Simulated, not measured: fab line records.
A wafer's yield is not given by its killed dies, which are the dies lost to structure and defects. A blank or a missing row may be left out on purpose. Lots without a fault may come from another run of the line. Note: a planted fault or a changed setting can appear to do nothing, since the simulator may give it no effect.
Which of the tools did it? | flow n5Finfet | 24 lots with 72 wafers sampled at 6 steps, on a route of 1938 steps

WHAT THE GAUGES SHOWED, per wafer
N5_BEOL_M3_RS_MEAS_58: measures by four-point-probe.
lot  | measured     | on           | M3_RS (ohm/sq)
L075 | day 7 14:36  | filmMetro-01 | 0.72 0.69 0.61
L074 | day 7 17:05  | filmMetro-02 | 0.64 0.71 0.61
L076 | day 7 19:12  | filmMetro-01 | 0.67 0.63 0.71
L077 | day 8 12:01  | filmMetro-02 | 0.67 0.65 0.67
L079 | day 9 06:29  | filmMetro-01 | 0.71 0.65 0.61
L078 | day 9 08:29  | filmMetro-01 | 0.70 0.70 0.66
L080 | day 9 09:37  | filmMetro-01 | 0.64 0.66 0.68
L082 | day 9 13:10  | filmMetro-02 | 0.68 0.66 0.67
L081 | day 9 14:21  | filmMetro-01 | 0.67 0.67 0.70
L083 | day 9 17:30  | filmMetro-01 | 0.69 0.67 0.64
L084 | day 9 18:29  | filmMetro-01 | 0.72 0.67 0.70
L085 | day 10 01:18 | filmMetro-01 | 0.67 0.71 0.64
L086 | day 10 16:39 | filmMetro-02 | 0.62 0.59 0.61
L087 | day 11 00:08 | filmMetro-02 | 0.66 0.64 0.61
L088 | day 11 03:09 | filmMetro-02 | 0.73 0.68 0.71
L089 | day 11 10:31 | filmMetro-01 | 0.67 0.69 0.65
L090 | day 11 16:03 | filmMetro-01 | 0.71 0.67 0.64
L091 | day 11 23:17 | filmMetro-02 | 0.75 0.81 0.65
L092 | day 12 04:43 | filmMetro-02 | 0.64 0.65 0.63
L095 | day 12 18:28 | filmMetro-02 | 0.65 0.70 0.68
L093 | day 13 00:13 | filmMetro-01 | 0.68 0.64 0.66
L094 | day 13 05:31 | filmMetro-01 | 0.65 0.63 0.64
L096 | day 13 05:58 | filmMetro-01 | 0.70 0.68 0.67
L097 | day 13 10:26 | filmMetro-02 | 0.76 0.65 0.68

N5_BEOL_M4_THK_MEAS_01.
lot  | measured     | on           | M4_ILD_THK (nm)
L075 | day 7 14:45  | filmMetro-01 | 75.9 78.6 76.7
L074 | day 7 17:13  | filmMetro-02 | 79.8 78.4 80.3
L076 | day 7 19:20  | filmMetro-02 | 77.8 79.5 79.7
L077 | day 8 12:08  | filmMetro-01 | 78.5 78.6 80.1
L079 | day 9 06:37  | filmMetro-01 | 79.5 79.2 80.2
L078 | day 9 08:37  | filmMetro-01 | 79.5 78.5 79.2
L080 | day 9 09:48  | filmMetro-02 | 77.1 77.0 78.5
L082 | day 9 13:19  | filmMetro-02 | 78.9 79.6 78.9
L081 | day 9 14:29  | filmMetro-01 | 77.3 78.6 79.1
L083 | day 9 17:38  | filmMetro-01 | 79.7 78.4 80.1
L084 | day 9 18:37  | filmMetro-01 | 78.6 78.3 80.0
L085 | day 10 01:26 | filmMetro-02 | 78.3 79.4 80.1
L086 | day 10 16:47 | filmMetro-02 | 79.2 78.8 79.2
L087 | day 11 00:16 | filmMetro-01 | 77.9 78.8 78.7
L088 | day 11 03:17 | filmMetro-02 | 79.5 79.4 79.5
L089 | day 11 10:38 | filmMetro-01 | 77.8 77.5 77.2
L090 | day 11 16:11 | filmMetro-01 | 79.1 79.7 79.2
L091 | day 11 23:25 | filmMetro-02 | 76.7 77.4 77.4
L092 | day 12 04:50 | filmMetro-01 | 78.3 77.8 78.1
L095 | day 12 18:37 | filmMetro-01 | 77.8 79.9 79.6
L093 | day 13 00:22 | filmMetro-02 | 77.9 79.3 79.6
L094 | day 13 05:38 | filmMetro-02 | 76.7 79.8 77.4
L096 | day 13 06:05 | filmMetro-02 | 77.0 76.8 80.0
L097 | day 13 10:34 | filmMetro-02 | 79.1 79.2 81.3

EACH LOT AND THE TOOL THAT RAN IT (in order: tool; ch and the chambers of the sampled wafers; start)
lot  | N5_BEOL_M3_ANNEAL_49        | N5_BEOL_M3_ANNEAL_80        | N5_BEOL_M3_SPUTTER_88       | N5_BEOL_M3_DEP_57
L075 | pvdSputter-01, day 7 11:43  | pvdSputter-01, day 7 11:56  | pvdSputter-01, day 7 12:31  | pecvd-03 ch 1,2, day 7 14:32
L074 | pvdSputter-01, day 7 14:05  | pvdSputter-01, day 7 14:18  | pvdSputter-01, day 7 14:53  | pecvd-02 ch 0,1,2, day 7 17:01
L076 | pvdSputter-01, day 7 16:06  | pvdSputter-01, day 7 16:19  | pvdSputter-01, day 7 16:54  | pecvd-03 ch 1,2, day 7 19:08
L077 | pvdSputter-01, day 8 09:14  | pvdSputter-01, day 8 09:28  | pvdSputter-01, day 8 10:02  | pecvd-02 ch 0,1,2, day 8 11:56
L079 | pvdSputter-02, day 9 03:45  | pvdSputter-02, day 9 03:58  | pvdSputter-02, day 9 04:33  | pecvd-02 ch 0,1,2, day 9 06:25
L078 | pvdSputter-01, day 9 05:45  | pvdSputter-01, day 9 05:58  | pvdSputter-01, day 9 06:33  | pecvd-03 ch 0,2, day 9 08:25
L080 | pvdSputter-03, day 9 06:53  | pvdSputter-03, day 9 07:07  | pvdSputter-03, day 9 07:41  | pecvd-02 ch 0,1,2, day 9 09:33
L082 | pvdSputter-02, day 9 10:26  | pvdSputter-02, day 9 10:39  | pvdSputter-02, day 9 11:14  | pecvd-02 ch 0,2, day 9 13:07
L081 | pvdSputter-03, day 9 11:37  | pvdSputter-03, day 9 11:50  | pvdSputter-03, day 9 12:25  | pecvd-02 ch 0,1, day 9 14:17
L083 | pvdSputter-03, day 9 14:46  | pvdSputter-03, day 9 14:59  | pvdSputter-03, day 9 15:34  | pecvd-03 ch 0,1,2, day 9 17:26
L084 | pvdSputter-02, day 9 15:45  | pvdSputter-02, day 9 15:58  | pvdSputter-02, day 9 16:33  | pecvd-03 ch 0,1,2, day 9 18:25
L085 | pvdSputter-01, day 9 22:32  | pvdSputter-01, day 9 22:46  | pvdSputter-01, day 9 23:20  | pecvd-04 ch 0,1, day 10 01:13
L086 | pvdSputter-02, day 10 13:55 | pvdSputter-02, day 10 14:08 | pvdSputter-02, day 10 14:43 | pecvd-04 ch 0,1, day 10 16:35
L087 | pvdSputter-03, day 10 21:18 | pvdSputter-03, day 10 21:31 | pvdSputter-03, day 10 22:06 | pecvd-04 ch 0,1,2, day 11 00:04
L088 | pvdSputter-01, day 11 00:22 | pvdSputter-01, day 11 00:35 | pvdSputter-01, day 11 01:10 | pecvd-02 ch 0,1,2, day 11 03:05
L089 | pvdSputter-02, day 11 07:14 | pvdSputter-02, day 11 07:27 | pvdSputter-02, day 11 08:02 | pecvd-03 ch 0,1,2, day 11 10:27
L090 | pvdSputter-03, day 11 13:17 | pvdSputter-03, day 11 13:31 | pvdSputter-03, day 11 14:05 | pecvd-02 ch 1,2, day 11 15:58
L091 | pvdSputter-03, day 11 20:34 | pvdSputter-03, day 11 20:47 | pvdSputter-03, day 11 21:22 | pecvd-04 ch 0,1, day 11 23:14
L092 | pvdSputter-02, day 12 01:35 | pvdSputter-02, day 12 01:49 | pvdSputter-02, day 12 02:23 | pecvd-03 ch 0,1,2, day 12 04:38
L095 | pvdSputter-01, day 12 15:44 | pvdSputter-01, day 12 15:57 | pvdSputter-01, day 12 16:32 | pecvd-02 ch 0,2, day 12 18:24
L093 | pvdSputter-03, day 12 21:28 | pvdSputter-03, day 12 21:41 | pvdSputter-03, day 12 22:16 | pecvd-03 ch 0,1,2, day 13 00:09
L094 | pvdSputter-01, day 13 02:47 | pvdSputter-01, day 13 03:00 | pvdSputter-01, day 13 03:35 | pecvd-03 ch 0,1, day 13 05:27
L096 | pvdSputter-03, day 13 02:58 | pvdSputter-03, day 13 03:11 | pvdSputter-03, day 13 03:46 | pecvd-03 ch 0,1,2, day 13 05:53
L097 | pvdSputter-02, day 13 04:17 | pvdSputter-02, day 13 04:30 | pvdSputter-02, day 13 05:05 | pecvd-02 ch 0,1,2, day 13 10:22
- N5_BEOL_M3_ANNEAL_49: time 240 s.
- N5_BEOL_M3_ANNEAL_80: time 240 s.
- N5_BEOL_M3_SPUTTER_88: material Cu, target thk 4.5 nm, time 8.29 s.
- N5_BEOL_M3_DEP_57: deposits SiCN from 3MS/NH3, target thk 8 nm, time 14 s.

WHAT THE TOOLS THEMSELVES READ (means of the sampled wafers that have a number; where no wafer has one, the mark that the record gives instead)
N5_BEOL_M3_ANNEAL_49.
lot  | tool          | heaterPowerW (W)
L075 | pvdSputter-01 | 845
L074 | pvdSputter-01 | 809
L076 | pvdSputter-01 | 806
L077 | pvdSputter-01 | 803
L079 | pvdSputter-02 | 841
L078 | pvdSputter-01 | 864
L080 | pvdSputter-03 | 795
L082 | pvdSputter-02 | 885
L081 | pvdSputter-03 | 812
L083 | pvdSputter-03 | 815
L084 | pvdSputter-02 | 956
L085 | pvdSputter-01 | 826
L086 | pvdSputter-02 | 968
L087 | pvdSputter-03 | 822
L088 | pvdSputter-01 | 830
L089 | pvdSputter-02 | 910
L090 | pvdSputter-03 | 788
L091 | pvdSputter-03 | 821
L092 | pvdSputter-02 | 911
L095 | pvdSputter-01 | 830
L093 | pvdSputter-03 | 809
L094 | pvdSputter-01 | 844
L096 | pvdSputter-03 | 803
L097 | pvdSputter-02 | 888

N5_BEOL_M3_ANNEAL_80.
lot  | tool          | heaterPowerW (W)
L075 | pvdSputter-01 | 857
L074 | pvdSputter-01 | 807
L076 | pvdSputter-01 | 803
L077 | pvdSputter-01 | 805
L079 | pvdSputter-02 | 837
L078 | pvdSputter-01 | 863
L080 | pvdSputter-03 | 807
L082 | pvdSputter-02 | 904
L081 | pvdSputter-03 | 810
L083 | pvdSputter-03 | 827
L084 | pvdSputter-02 | 935
L085 | pvdSputter-01 | 825
L086 | pvdSputter-02 | 962
L087 | pvdSputter-03 | 830
L088 | pvdSputter-01 | 828
L089 | pvdSputter-02 | 923
L090 | pvdSputter-03 | 803
L091 | pvdSputter-03 | 805
L092 | pvdSputter-02 | 907
L095 | pvdSputter-01 | 835
L093 | pvdSputter-03 | 809
L094 | pvdSputter-01 | 818
L096 | pvdSputter-03 | 817
L097 | pvdSputter-02 | 886

N5_BEOL_M3_SPUTTER_88.
lot  | tool          | throttleValvePct (%)
L075 | pvdSputter-01 | 29.5
L074 | pvdSputter-01 | 29.2
L076 | pvdSputter-01 | 29.3
L077 | pvdSputter-01 | 29.1
L079 | pvdSputter-02 | 30.2
L078 | pvdSputter-01 | 29.6
L080 | pvdSputter-03 | 29.2
L082 | pvdSputter-02 | 29.4
L081 | pvdSputter-03 | 28.8
L083 | pvdSputter-03 | 28.7
L084 | pvdSputter-02 | 30.6
L085 | pvdSputter-01 | 30.0
L086 | pvdSputter-02 | 29.5
L087 | pvdSputter-03 | 28.6
L088 | pvdSputter-01 | 30.1
L089 | pvdSputter-02 | 29.8
L090 | pvdSputter-03 | 29.1
L091 | pvdSputter-03 | 29.0
L092 | pvdSputter-02 | 29.7
L095 | pvdSputter-01 | 29.8
L093 | pvdSputter-03 | 28.9
L094 | pvdSputter-01 | 29.0
L096 | pvdSputter-03 | 28.9
L097 | pvdSputter-02 | 29.6

N5_BEOL_M3_DEP_57.
lot  | tool     | chamberPressureTorr (Torr) | showerheadPlenumPTorr (Torr) | throttleValvePct (%)
L075 | pecvd-03 | 2.994                      | 3.658                        | 8.7
L074 | pecvd-02 | 2.998                      | 3.685                        | 9.0
L076 | pecvd-03 | 3.003                      | 3.661                        | 8.7
L077 | pecvd-02 | 3.001                      | 3.686                        | 9.1
L079 | pecvd-02 | 3.005                      | 3.685                        | 9.2
L078 | pecvd-03 | 2.997                      | 3.671                        | 9.1
L080 | pecvd-02 | 2.999                      | 3.688                        | 9.1
L082 | pecvd-02 | 2.997                      | 3.684                        | 9.0
L081 | pecvd-02 | 2.996                      | 3.691                        | 9.3
L083 | pecvd-03 | 2.998                      | 3.665                        | 8.8
L084 | pecvd-03 | 3.003                      | 3.670                        | 8.9
L085 | pecvd-04 | 3.005                      | 3.669                        | 8.8
L086 | pecvd-04 | 3.003                      | 3.669                        | 8.8
L087 | pecvd-04 | 2.998                      | 3.660                        | 8.7
L088 | pecvd-02 | 3.008                      | 3.686                        | 9.1
L089 | pecvd-03 | 2.998                      | 3.669                        | 9.0
L090 | pecvd-02 | 3.007                      | 3.689                        | 8.7
L091 | pecvd-04 | 3.002                      | 3.666                        | 8.7
L092 | pecvd-03 | 3.003                      | 3.666                        | 8.9
L095 | pecvd-02 | 3.000                      | 3.683                        | 8.9
L093 | pecvd-03 | 3.001                      | 3.673                        | 9.0
L094 | pecvd-03 | 3.003                      | 3.671                        | 9.0
L096 | pecvd-03 | 2.998                      | 3.671                        | 9.0
L097 | pecvd-02 | 2.993                      | 3.686                        | 9.1

THE ANSWER, worked out from the rows above alone
Rule: usual is defined by the lots themselves. The widest of any qualifying gaps counts: lots, ordered by their means at a reading, are off when they make up no more than a third of the lots, leave a main group of 4 or more, and stand apart from it by 3 or more times the standard deviation of that group's means. Not used: any main group whose means are identical at the precision the tables above print for the reading. A lot without any number at a reading at which 4 lots or more have one is off too. The other lots that the step has rows for count as sound. First the gauges in route order, then the tools' own readings, where a lot's mean is used as printed above. The first step at which some lot is off is used, and at that step the reading that is off furthest; a lot without a number counts as furthest.
None of the lots is off at any reading shown; this tells nothing.

WHAT HAD BEEN PUT IN BY THE SIMULATOR
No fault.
